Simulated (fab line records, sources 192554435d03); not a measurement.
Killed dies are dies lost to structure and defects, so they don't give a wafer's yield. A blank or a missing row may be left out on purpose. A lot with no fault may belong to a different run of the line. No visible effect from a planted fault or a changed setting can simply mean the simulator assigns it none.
fab line records    flow n5-finfet
record lots=24  wafers=72  last-day=17
route steps=1938 shown BEOL_M4@1063 BEOL_M5@1116
lots that met no fault: from a run of the same line without faults
start-h: the number of hours between the record's first day and the start of the first shown wafer of the lot    wait-h: hours from the lot's prior step to this one    " same as the row above    L1.1+2: several wafers, shown together as one row    - either no value or no given start    * or withheld: withheld    < > ~ a bound
route shown NAME@n: NAME is a module with steps in the file, n the number in the route of the first one    usual: mean and standard deviation over wafers with no fault    same: alike in all rows    chamber/n: place in a boat    sites: each site's reading    _std_site: the standard deviation of these    _edge_site: inner sites' mean taken away from outer sites' mean    radius-mm: how far each site lies from the wafer's centre    mask NAME#n: copy n    behind: the last tool/chamber to shape the wafer    hold: the reason the lot was held/the length of the hold in hours/how it ended    device: transistor that didn't switch, given as n, p or np    end of line: tests run on the same wafers once the route is complete    a step with no rows: only its recipe    killed: at the first sort, the dies lost to defects and structure; wafer yield is something else    map: per-die view of a wafer (x killed, . not killed, _ where there is no die)
set.NAME: the run value of the setting; set.NAME@STEP: its run value at that earlier step    model.NAME: the simulator's own value behind a step, which no gauge read
the route's steps for a sample of lots (tables are steps, rows are wafers)
services: from which hour (start-h, from the record's first day; less than 0 if before it) a tool's chamber was out of use, for how many hours, and why
## steps
# step N5_BEOL_M4_ETCHBACK_99
# recipe chemistry=CHF3  target=SiO2  target-depth-a=50  time-s=10.4  source-w=215  bias-w=47  Ar_flow_sccm=200  CHF3_flow_sccm=12  ion-energy-ev=100  pressure-mtorr=30
# usual drypump-motor-current-A=5.7/0.53  oes-product-au=0.80/0.098  rf-vpp-V=239.0/1.9  showerhead-plenum-p-Torr=2.16/0.065  throttle-valve-pct=17.05/0.16
# same time-s=10.4
lot.wafer  tool         chamber  start-h  wait-h  drypump-motor-current-A  oes-product-au  rf-hours-counter-h  rf-vpp-V  showerhead-plenum-p-Torr  throttle-valve-pct
L074.1     rie-diel-06  1        163.26   0.6     5.4                      0.69            224                 237.0     2.13                      17.16
L074.2     "            3        "        "       6.8                      0.75            166                 238.6     2.23                      17.14
L074.3     "            0        "        "       5.5                      0.76            135                 242.3     2.24                      17.17
L076.1     rie-diel-01  2        171.75   2.8     5.5                      0.73            174                 242.4     2.15                      17.01
L076.2     "            0        "        "       5.3                      0.96            8                   240.0     2.21                      17.18
L076.4     "            1        "        "       4.9                      0.92            20                  236.2     2.11                      16.72
L075.1     rie-diel-06  0        171.95   2.7     5.5                      0.76            139                 242.2     2.24                      17.18
L075.2     "            1        "        "       5.3                      0.68            228                 235.8     2.12                      17.16
L075.4     "            3        "        "       6.8                      0.75            169                 239.7     2.23                      17.15
L077.1     rie-diel-01  1        182.05   7.7     4.8                      0.91            24                  235.5     2.11                      16.71
L077.5     "            1        "        "       4.9                      0.91            -                   236.0     2.11                      16.73
L077.6     "            2        "        "       5.5                      0.73            -                   241.9     2.15                      17.02
L078.1     rie-diel-06  0        182.23   6.9     5.5                      0.74            142                 239.3     2.24                      17.19
L078.2     "            2        "        "       5.4                      0.95            7                   237.4     2.12                      16.91
L078.3     "            1        "        "       5.3                      0.68            232                 237.1     2.12                      17.17
L079.1     rie-diel-01  2        186.20   0.5     5.5                      0.72            179                 242.0     2.15                      17.01
L079.2     "            0        "        "       5.4                      0.95            13                  239.7     2.20                      17.20
L079.3     "            3        "        "       5.8                      0.89            34                  238.0     2.19                      16.88
L080.2     rie-diel-04  3        203.17   6.5     5.6                      0.74            197                 240.4     2.05                      16.87
L080.5     "            0        "        "       5.6                      0.68            -                   239.0     2.13                      17.56
L080.6     "            1        "        "       5.6                      0.69            -                   239.1     2.12                      17.04
L081.1     rie-diel-06  2        203.45   1.9     5.4                      0.93            14                  237.4     2.12                      16.92
L081.2     "            3        "        "       6.8                      0.73            180                 239.0     2.22                      17.17
L081.6     "            0        "        "       5.5                      0.75            -                   240.7     2.23                      17.18
L082.2     rie-diel-01  1        209.61   0.1     4.8                      0.90            34                  235.9     2.10                      16.74
L082.5     "            0        "        "       5.3                      0.93            -                   239.0     2.20                      17.20
L082.6     "            3        "        "       5.8                      0.88            -                   238.8     2.18                      16.91
L083.1     rie-diel-04  3        218.51   3.1     5.6                      0.73            204                 239.9     2.04                      16.89
L083.3     "            2        "        "       6.5                      0.92            -                   241.5     2.29                      17.01
L083.5     "            3        "        "       5.6                      0.73            -                   240.9     2.04                      16.88
L084.1     rie-diel-04  2        225.62   5.6     6.5                      0.91            29                  241.0     2.29                      17.01
L084.3     "            1        "        "       5.6                      0.68            228                 239.8     2.12                      17.05
L084.6     "            1        "        "       5.6                      0.68            -                   239.6     2.12                      17.07
L086.2     rie-diel-01  2        231.94   3.0     5.5                      0.71            197                 239.6     2.15                      17.04
L086.5     "            1        "        "       4.8                      0.88            -                   236.5     2.10                      16.76
L086.6     "            2        "        "       5.5                      0.70            -                   240.9     2.15                      17.05
L085.3     rie-diel-06  3        232.11   2.8     6.8                      0.73            189                 239.3     2.22                      17.18
L085.4     "            2        "        "       5.4                      0.90            22                  237.2     2.12                      16.96
L085.5     "            1        "        "       5.3                      0.68            -                   236.0     2.12                      17.20
L087.3     rie-diel-04  2        239.91   5.5     6.5                      0.90            34                  241.2     2.29                      17.01
L087.5     "            2        "        "       6.5                      0.89            -                   239.2     2.29                      17.03
L087.6     "            3        "        "       5.6                      0.71            -                   242.7     2.04                      16.92
L088.1     rie-diel-06  2        240.00   4.6     5.4                      0.90            25                  237.7     2.12                      16.96
L088.3     "            0        "        "       5.5                      0.73            160                 240.9     2.23                      17.23
L088.4     "            1        "        "       5.3                      0.67            251                 236.4     2.12                      17.21
L089.1     rie-diel-01  0        248.28   5.4     5.3                      0.90            35                  237.6     2.20                      17.24
L089.3     "            2        "        "       5.5                      0.70            203                 240.3     2.14                      17.07
L089.6     "            3        "        "       5.8                      0.85            -                   237.1     2.18                      16.94
L091.1     rie-diel-06  0        261.57   4.7     5.5                      0.72            171                 241.0     2.23                      17.24
L091.5     "            0        "        "       5.5                      0.73            -                   240.8     2.23                      17.25
L091.6     "            2        "        "       5.4                      0.88            -                   236.4     2.11                      16.98
L090.1     rie-diel-04  3        269.45   1.0     5.7                      0.72            224                 239.7     2.04                      16.93
L090.3     "            2        "        "       6.5                      0.87            45                  241.8     2.29                      17.05
L090.5     "            2        "        "       6.5                      0.86            -                   241.7     2.29                      17.04
L092.1     rie-diel-06  3        273.46   0.2     6.8                      0.71            206                 238.0     2.22                      17.21
L092.2     "            0        "        "       5.5                      0.73            175                 241.5     2.22                      17.24
L092.3     "            3        "        "       6.7                      0.72            -                   240.0     2.22                      17.20
L093.1     rie-diel-01  0        275.72   0.7     5.4                      0.88            44                  239.9     2.19                      17.23
L093.2     "            3        "        "       5.8                      0.85            66                  237.7     2.17                      16.95
L093.4     "            1        "        "       4.8                      0.86            57                  236.2     2.10                      16.80
L094.2     rie-diel-01  1        279.17   0.9     4.9                      0.86            58                  236.1     2.10                      16.79
L094.4     "            2        "        "       5.5                      0.70            213                 241.3     2.14                      17.08
L094.6     "            2        "        "       5.5                      0.70            -                   239.1     2.14                      17.08
L096.2     rie-diel-01  3        290.51   0.9     5.7                      0.85            71                  236.9     2.17                      16.95
L096.4     "            0        "        "       5.3                      0.88            50                  239.0     2.19                      17.24
L096.6     "            2        "        "       5.5                      0.69            -                   241.4     2.14                      17.07
L095.1     rie-diel-04  0        298.69   9.8     5.6                      0.89            28                  237.7     2.12                      17.14
L095.4     "            1        "        "       5.6                      0.98            0                   240.0     2.11                      16.66
L095.6     "            1        "        "       5.6                      0.99            -                   240.4     2.11                      16.65
L097.3     rie-diel-06  2        301.98   3.6     5.4                      0.86            50                  236.3     2.11                      17.01
L097.4     "            3        "        "       6.8                      0.70            -                   239.6     2.21                      17.24
L097.5     "            0        "        "       5.5                      0.71            -                   239.5     2.22                      17.28
# step N5_BEOL_M4_SURFACE_TREAT_85
# recipe gas=Ar  time-s=*  ion-energy-ev=*  ion-current-ma-cm2=0.5  pressure-mtorr=*  ar-flow-sccm=30
# usual throttle-valve-pct=*
# same time-s=*
lot.wafer  tool            chamber  start-h  wait-h  throttle-valve-pct
L074.1     pvd-sputter-03  -        164.60   0.2     *
L074.2     "               -        "        "       *
L074.3     "               -        "        "       *
L076.1     pvd-sputter-01  -        173.23   0.2     *
L076.2     "               -        "        "       *
L076.4     "               -        "        "       *
L075.1     pvd-sputter-01  -        173.38   0.2     *
L075.2     "               -        "        "       *
L075.4     "               -        "        "       *
L077.1     pvd-sputter-02  -        183.29   0.1     *
L077.5     "               -        "        "       *
L077.6     "               -        "        "       *
L078.1     pvd-sputter-01  -        183.55   0.2     *
L078.2     "               -        "        "       *
L078.3     "               -        "        "       *
L079.1     pvd-sputter-01  -        187.35   0.3     *
L079.2     "               -        "        "       *
L079.3     "               -        "        "       *
L080.2     pvd-sputter-02  -        204.53   0.2     *
L080.5     "               -        "        "       *
L080.6     "               -        "        "       *
L081.1     pvd-sputter-03  -        204.63   0.2     *
L081.2     "               -        "        "       *
L081.6     "               -        "        "       *
L082.2     pvd-sputter-01  -        210.92   0.2     *
L082.5     "               -        "        "       *
L082.6     "               -        "        "       *
L083.1     pvd-sputter-02  -        220.03   0.1     *
L083.3     "               -        "        "       *
L083.5     "               -        "        "       *
L084.1     pvd-sputter-03  -        227.01   0.2     *
L084.3     "               -        "        "       *
L084.6     "               -        "        "       *
L086.2     pvd-sputter-03  -        233.50   0.2     *
L086.5     "               -        "        "       *
L086.6     "               -        "        "       *
L085.3     pvd-sputter-01  -        233.60   0.1     *
L085.4     "               -        "        "       *
L085.5     "               -        "        "       *
L087.3     pvd-sputter-02  -        241.09   0.1     *
L087.5     "               -        "        "       *
L087.6     "               -        "        "       *
L088.1     pvd-sputter-01  -        241.18   0.2     *
L088.3     "               -        "        "       *
L088.4     "               -        "        "       *
L089.1     pvd-sputter-03  -        249.63   0.2     *
L089.3     "               -        "        "       *
L089.6     "               -        "        "       *
L091.1     pvd-sputter-01  -        264.89   0.2     *
L091.5     "               -        "        "       *
L091.6     "               -        "        "       *
L090.1     pvd-sputter-02  -        270.59   0.2     *
L090.3     "               -        "        "       *
L090.5     "               -        "        "       *
L092.1     pvd-sputter-03  -        274.63   0.1     *
L092.2     "               -        "        "       *
L092.3     "               -        "        "       *
L093.1     pvd-sputter-03  -        277.23   0.2     *
L093.2     "               -        "        "       *
L093.4     "               -        "        "       *
L094.2     pvd-sputter-01  -        280.86   0.2     *
L094.4     "               -        "        "       *
L094.6     "               -        "        "       *
L096.2     pvd-sputter-01  -        292.52   0.4     *
L096.4     "               -        "        "       *
L096.6     "               -        "        "       *
L095.1     pvd-sputter-02  -        300.29   0.2     *
L095.4     "               -        "        "       *
L095.6     "               -        "        "       *
L097.3     pvd-sputter-02  -        303.37   0.2     *
L097.4     "               -        "        "       *
L097.5     "               -        "        "       *
# step N5_BEOL_M4_ANNEAL_89
# recipe temp-c=400  time-s=240  ambient=vacuum
# usual heater-power-w=858/110
# same time-s=240
lot.wafer  tool            chamber  start-h  wait-h  heater-power-w
L074.1     pvd-sputter-02  -        165.93   0.0     922
L074.2     "               -        "        "       772
L074.3     "               -        "        "       932
L075.1     pvd-sputter-03  -        174.56   0.0     739
L075.2     "               -        "        "       789
L075.4     "               -        "        "       861
L076.1     pvd-sputter-02  -        176.81   0.0     845
L076.2     "               -        "        "       942
L076.4     "               -        "        "       770
L077.1     pvd-sputter-03  -        184.54   0.0     730
L077.5     "               -        "        "       874
L077.6     "               -        "        "       766
L078.1     pvd-sputter-02  -        184.94   0.0     856
L078.2     "               -        "        "       895
L078.3     "               -        "        "       969
L079.1     pvd-sputter-01  -        188.69   0.0     930
L079.2     "               -        "        "       797
L079.3     "               -        "        "       761
L080.2     pvd-sputter-03  -        205.71   0.0     775
L080.5     "               -        "        "       883
L080.6     "               -        "        "       1126
L081.1     pvd-sputter-01  -        206.29   0.0     803
L081.2     "               -        "        "       760
L081.6     "               -        "        "       799
L082.2     pvd-sputter-02  -        212.72   0.0     880
L082.5     "               -        "        "       932
L082.6     "               -        "        "       854
L083.1     pvd-sputter-01  -        222.30   0.0     825
L083.3     "               -        "        "       927
L083.5     "               -        "        "       794
L084.1     pvd-sputter-03  -        228.51   0.0     725
L084.3     "               -        "        "       863
L084.6     "               -        "        "       756
L086.2     pvd-sputter-03  -        234.76   0.0     739
L086.5     "               -        "        "       1140
L086.6     "               -        "        "       742
L085.3     pvd-sputter-01  -        235.08   0.0     870
L085.4     "               -        "        "       755
L085.5     "               -        "        "       883
L087.3     pvd-sputter-02  -        242.30   0.0     888
L087.5     "               -        "        "       876
L087.6     "               -        "        "       766
L088.1     pvd-sputter-01  -        242.59   0.0     886
L088.3     "               -        "        "       741
L088.4     "               -        "        "       947
L089.1     pvd-sputter-01  -        251.19   0.0     809
L089.3     "               -        "        "       923
L089.6     "               -        "        "       880
L091.1     pvd-sputter-03  -        266.76   0.0     760
L091.5     "               -        "        "       1157
L091.6     "               -        "        "       736
L090.1     pvd-sputter-01  -        271.86   0.0     883
L090.3     "               -        "        "       933
L090.5     "               -        "        "       755
L092.1     pvd-sputter-01  -        276.02   0.0     792
L092.2     "               -        "        "       952
L092.3     "               -        "        "       734
L093.1     pvd-sputter-01  -        278.48   0.0     944
L093.2     "               -        "        "       877
L093.4     "               -        "        "       801
L094.2     pvd-sputter-02  -        282.04   0.0     905
L094.4     "               -        "        "       955
L094.6     "               -        "        "       896
L096.2     pvd-sputter-02  -        295.33   0.0     923
L096.4     "               -        "        "       859
L096.6     "               -        "        "       761
L095.1     pvd-sputter-01  -        301.61   0.0     736
L095.4     "               -        "        "       918
L095.6     "               -        "        "       932
L097.3     pvd-sputter-01  -        306.33   0.0     738
L097.4     "               -        "        "       967
L097.5     "               -        "        "       882
# step N5_BEOL_M4_SPUTTER_94
# recipe material=Cu  target-thk-a=45  temp-c=-20  chamber-pressure-pa=0.07  power-w=withheld  time-s=8.29
# usual chuck-gas-flow-sccm=1.26/0.05  throttle-valve-pct=29.9/0.97
# same time-s=8.29
lot.wafer  tool            chamber  start-h  wait-h  chuck-gas-flow-sccm  throttle-valve-pct
L074.1     pvd-sputter-02  -        166.51   0.1     1.23                 28.8
L074.2     "               -        "        "       1.28                 29.4
L074.3     "               -        "        "       1.25                 30.4
L075.1     pvd-sputter-03  -        175.14   0.1     1.33                 28.9
L075.2     "               -        "        "       1.18                 31.2
L075.4     "               -        "        "       1.33                 28.3
L076.1     pvd-sputter-02  -        177.39   0.1     1.26                 31.4
L076.2     "               -        "        "       1.25                 30.3
L076.4     "               -        "        "       1.23                 29.0
L077.1     pvd-sputter-03  -        185.12   0.1     1.31                 28.7
L077.5     "               -        "        "       1.28                 28.3
L077.6     "               -        "        "       1.26                 31.3
L078.1     pvd-sputter-02  -        185.52   0.1     1.15                 31.8
L078.2     "               -        "        "       1.26                 28.6
L078.3     "               -        "        "       1.30                 30.1
L079.1     pvd-sputter-01  -        189.27   0.1     1.26                 30.5
L079.2     "               -        "        "       1.25                 31.1
L079.3     "               -        "        "       1.25                 29.5
L080.2     pvd-sputter-03  -        206.29   0.1     1.33                 31.2
L080.5     "               -        "        "       1.17                 28.1
L080.6     "               -        "        "       1.35                 29.8
L081.1     pvd-sputter-01  -        206.87   0.1     1.32                 31.0
L081.2     "               -        "        "       1.25                 29.4
L081.6     "               -        "        "       1.23                 30.7
L082.2     pvd-sputter-02  -        213.30   0.1     1.27                 31.6
L082.5     "               -        "        "       1.28                 30.4
L082.6     "               -        "        "       1.21                 31.6
L083.1     pvd-sputter-01  -        222.88   0.1     1.22                 30.9
L083.3     "               -        "        "       1.24                 30.5
L083.5     "               -        "        "       1.25                 31.2
L084.1     pvd-sputter-03  -        229.09   0.1     1.25                 28.9
L084.3     "               -        "        "       1.32                 28.1
L084.6     "               -        "        "       1.25                 28.6
L086.2     pvd-sputter-03  -        235.34   0.1     1.25                 28.7
L086.5     "               -        "        "       1.15                 29.9
L086.6     "               -        "        "       1.28                 28.8
L085.3     pvd-sputter-01  -        235.66   0.1     1.29                 29.9
L085.4     "               -        "        "       1.28                 29.3
L085.5     "               -        "        "       1.27                 30.0
L087.3     pvd-sputter-02  -        242.88   0.1     1.26                 28.7
L087.5     "               -        "        "       1.19                 28.8
L087.6     "               -        "        "       1.30                 28.8
L088.1     pvd-sputter-01  -        243.17   0.1     1.38                 30.2
L088.3     "               -        "        "       1.24                 29.4
L088.4     "               -        "        "       1.35                 30.3
L089.1     pvd-sputter-01  -        251.77   0.1     1.29                 30.7
L089.3     "               -        "        "       1.27                 30.7
L089.6     "               -        "        "       1.24                 29.8
L091.1     pvd-sputter-03  -        267.34   0.1     1.28                 31.4
L091.5     "               -        "        "       1.21                 29.5
L091.6     "               -        "        "       1.34                 29.1
L090.1     pvd-sputter-01  -        272.44   0.1     1.28                 29.9
L090.3     "               -        "        "       1.21                 30.6
L090.5     "               -        "        "       1.27                 29.4
L092.1     pvd-sputter-01  -        276.60   0.1     1.26                 30.8
L092.2     "               -        "        "       1.26                 30.5
L092.3     "               -        "        "       1.22                 29.2
L093.1     pvd-sputter-01  -        279.06   0.1     1.27                 30.5
L093.2     "               -        "        "       1.29                 29.9
L093.4     "               -        "        "       1.23                 31.0
L094.2     pvd-sputter-02  -        282.62   0.1     1.25                 29.0
L094.4     "               -        "        "       1.33                 30.3
L094.6     "               -        "        "       1.25                 28.7
L096.2     pvd-sputter-02  -        295.91   0.1     1.28                 30.1
L096.4     "               -        "        "       1.37                 31.7
L096.6     "               -        "        "       1.35                 29.0
L095.1     pvd-sputter-01  -        302.19   0.1     1.26                 29.6
L095.4     "               -        "        "       1.13                 30.7
L095.6     "               -        "        "       1.26                 30.6
L097.3     pvd-sputter-01  -        306.91   0.1     1.14                 29.6
L097.4     "               -        "        "       1.21                 30.6
L097.5     "               -        "        "       1.28                 30.1
# step N5_BEOL_M4_DEP_57
# recipe material=SiCN  target-thk-a=80  temp-c=withheld  precursor=3MS/NH3  pressure-torr=3  rf-w=202  time-s=14
# usual showerhead-plenum-p-Torr=3.665/0.0097  throttle-valve-pct=9.1/0.6
# same time-s=14
lot.wafer  tool      chamber  start-h  wait-h  showerhead-plenum-p-Torr  throttle-valve-pct
L074.1     pecvd-03  2        167.73   0.0     3.681                     8.9
L074.2     "         0        "        "       3.667                     8.2
L074.3     "         0        "        "       3.662                     8.2
L075.1     pecvd-03  1        176.36   0.0     3.662                     9.3
L075.2     "         2        "        "       3.683                     8.9
L075.4     "         2        "        "       3.676                     9.0
L076.1     pecvd-02  0        178.63   0.0     3.659                     9.5
L076.2     "         1        "        "       3.655                     9.8
L076.4     "         2        "        "       3.651                     9.3
L077.1     pecvd-04  1        186.34   0.0     3.670                     9.5
L077.5     "         1        "        "       3.669                     9.4
L077.6     "         0        "        "       3.688                     8.8
L078.1     pecvd-04  0        186.87   0.0     3.684                     8.5
L078.2     "         2        "        "       3.662                     8.3
L078.3     "         1        "        "       3.674                     9.4
L079.1     pecvd-02  2        190.50   0.0     3.661                     9.7
L079.2     "         0        "        "       3.651                     9.6
L079.3     "         1        "        "       3.675                     9.8
L080.2     pecvd-03  1        207.58   0.0     3.664                     9.2
L080.5     "         1        "        "       3.666                     8.9
L080.6     "         2        "        "       3.682                     8.9
L081.1     pecvd-02  0        208.10   0.0     3.651                     9.5
L081.2     "         1        "        "       3.675                     9.5
L081.6     "         0        "        "       3.652                     9.5
L082.2     pecvd-02  0        214.51   0.0     3.652                     9.6
L082.5     "         0        "        "       3.657                     9.4
L082.6     "         1        "        "       3.669                     9.5
L083.1     pecvd-02  0        224.17   0.0     3.650                     9.2
L083.3     "         1        "        "       3.673                     9.9
L083.5     "         1        "        "       3.669                     9.7
L084.1     pecvd-03  1        230.58   0.0     3.659                     9.1
L084.3     "         2        "        "       3.676                     9.0
L084.6     "         0        "        "       3.655                     8.2
L086.2     pecvd-03  0        236.54   0.0     3.659                     8.3
L086.5     "         0        "        "       3.649                     8.0
L086.6     "         2        "        "       3.674                     8.9
L085.3     pecvd-03  2        236.86   0.0     3.680                     9.5
L085.4     "         0        "        "       3.658                     8.4
L085.5     "         1        "        "       3.669                     9.1
L087.3     pecvd-02  0        244.08   0.0     3.655                     9.8
L087.5     "         2        "        "       3.656                     8.2
L087.6     "         0        "        "       3.640                     9.5
L088.1     pecvd-03  0        244.37   0.0     3.658                     8.1
L088.3     "         1        "        "       3.666                     9.3
L088.4     "         2        "        "       3.672                     9.1
L089.1     pecvd-02  1        253.00   0.0     3.669                     9.9
L089.3     "         1        "        "       3.677                     9.6
L089.6     "         1        "        "       3.673                     9.9
L091.1     pecvd-04  0        268.55   0.0     3.679                     8.6
L091.5     "         2        "        "       3.672                     8.3
L091.6     "         1        "        "       3.677                     9.4
L090.1     pecvd-03  0        273.64   0.0     3.662                     8.2
L090.3     "         1        "        "       3.674                     9.1
L090.5     "         1        "        "       3.657                     9.1
L092.1     pecvd-02  1        277.82   0.0     3.673                     9.6
L092.2     "         2        "        "       3.652                     8.0
L092.3     "         1        "        "       3.659                     9.7
L093.1     pecvd-02  1        280.29   0.0     3.677                     9.7
L093.2     "         2        "        "       3.659                     8.2
L093.4     "         2        "        "       3.654                     8.1
L094.2     pecvd-04  2        283.83   0.0     3.660                     8.9
L094.4     "         2        "        "       3.656                     8.6
L094.6     "         1        "        "       3.674                     9.4
L096.2     pecvd-02  0        297.12   0.0     3.658                     9.7
L096.4     "         1        "        "       3.666                     9.7
L096.6     "         0        "        "       3.666                     9.5
L095.1     pecvd-02  2        303.70   0.0     3.650                     8.1
L095.4     "         2        "        "       3.645                     8.0
L095.6     "         1        "        "       3.669                     9.8
L097.3     pecvd-04  2        308.12   0.0     3.665                     8.5
L097.4     "         1        "        "       3.674                     9.5
L097.5     "         0        "        "       3.668                     8.7
# step N5_BEOL_M5_HM_DEP_02
# recipe material=TiN  target-thk-a=200  temp-c=25  chamber-pressure-pa=0.49996
# usual throttle-valve-pct=30.0/0.96
lot.wafer  tool            chamber  start-h  wait-h  throttle-valve-pct
L074.1     pvd-sputter-03  -        170.92   1.4     28.4
L074.2     "               -        "        "       31.2
L074.3     "               -        "        "       29.8
L075.1     pvd-sputter-02  -        178.33   0.3     28.9
L075.2     "               -        "        "       31.5
L075.4     "               -        "        "       28.7
L076.1     pvd-sputter-03  -        182.72   2.4     28.7
L076.2     "               -        "        "       28.2
L076.4     "               -        "        "       31.2
L077.1     pvd-sputter-03  -        190.19   2.1     29.8
L077.5     "               -        "        "       29.9
L077.6     "               -        "        "       28.7
L078.1     pvd-sputter-03  -        190.49   1.9     31.3
L078.2     "               -        "        "       29.8
L078.3     "               -        "        "       28.3
L079.1     pvd-sputter-01  -        192.31   0.1     29.4
L079.2     "               -        "        "       30.5
L079.3     "               -        "        "       29.8
L080.2     pvd-sputter-02  -        209.82   0.0     30.2
L080.5     "               -        "        "       28.9
L080.6     "               -        "        "       31.6
L081.1     pvd-sputter-01  -        210.01   0.0     30.5
L081.2     "               -        "        "       29.3
L081.6     "               -        "        "       30.1
L082.2     pvd-sputter-01  -        217.24   1.0     30.5
L082.5     "               -        "        "       30.7
L082.6     "               -        "        "       29.9
L083.1     pvd-sputter-01  -        226.30   0.4     29.4
L083.3     "               -        "        "       30.8
L083.5     "               -        "        "       31.0
L084.1     pvd-sputter-01  -        232.62   0.3     30.4
L084.3     "               -        "        "       29.5
L084.6     "               -        "        "       29.7
L086.2     pvd-sputter-01  -        239.32   1.1     29.4
L086.5     "               -        "        "       31.1
L086.6     "               -        "        "       30.7
L085.3     pvd-sputter-01  -        239.42   0.9     29.8
L085.4     "               -        "        "       30.7
L085.5     "               -        "        "       29.9
L087.3     pvd-sputter-01  -        247.63   1.8     30.6
L087.5     "               -        "        "       30.8
L087.6     "               -        "        "       29.9
L088.1     pvd-sputter-01  -        247.89   1.3     30.8
L088.3     "               -        "        "       30.6
L088.4     "               -        "        "       29.9
L089.1     pvd-sputter-01  -        256.27   1.0     30.0
L089.3     "               -        "        "       30.8
L089.6     "               -        "        "       31.0
L091.1     pvd-sputter-02  -        270.41   0.2     30.6
L091.5     "               -        "        "       28.5
L091.6     "               -        "        "       30.6
L090.1     pvd-sputter-02  -        276.34   0.8     28.7
L090.3     "               -        "        "       31.7
L090.5     "               -        "        "       30.5
L092.1     pvd-sputter-01  -        280.36   0.8     30.4
L092.2     "               -        "        "       29.3
L092.3     "               -        "        "       30.9
L093.1     pvd-sputter-02  -        283.28   1.2     28.7
L093.2     "               -        "        "       31.8
L093.4     "               -        "        "       30.5
L094.2     pvd-sputter-01  -        286.79   1.3     30.0
L094.4     "               -        "        "       30.5
L094.6     "               -        "        "       30.4
L096.2     pvd-sputter-02  -        299.45   0.6     30.3
L096.4     "               -        "        "       28.7
L096.6     "               -        "        "       30.6
L095.1     pvd-sputter-03  -        306.46   1.1     28.7
L095.4     "               -        "        "       31.3
L095.6     "               -        "        "       28.8
L097.3     pvd-sputter-02  -        310.81   0.9     29.0
L097.4     "               -        "        "       31.6
L097.5     "               -        "        "       30.3
## services
tool         chamber  start-h  hours  kind
pecvd-03     0        146.35   2.8    repair
pecvd-03     -        149.62   1.8    repair
rie-diel-06  2        150.22   -      clean
rie-diel-06  2        150.22   -      consumable-replace:focus-ring
rie-diel-06  2        150.22   14.8   scheduled-down
rie-diel-06  2        150.22   14.8   vent-cycle
pecvd-04     -        158.95   1.4    repair
pecvd-04     2        196.29   4.3    repair
pecvd-02     2        202.38   -      clean
pecvd-02     2        202.38   -      consumable-replace:showerhead
pecvd-02     2        202.38   29.0   scheduled-down
pecvd-02     2        202.38   29.0   vent-cycle
rie-diel-04  1        217.32   5.2    repair
rie-diel-06  1        242.35   55.8   repair
pecvd-02     2        252.90   2.1    scheduled-down
pecvd-02     0        261.04   21.4   repair
rie-diel-04  0        265.68   8.2    repair
rie-diel-06  2        272.24   7.4    repair
pecvd-03     -        286.97   14.6   pm
pecvd-02     2        292.28   5.5    scheduled-down
rie-diel-06  1        298.26   -      clean
rie-diel-06  1        298.26   -      consumable-replace:focus-ring
rie-diel-06  1        298.26   15.7   scheduled-down
rie-diel-04  2        302.97   9.8    repair
## key
fault none
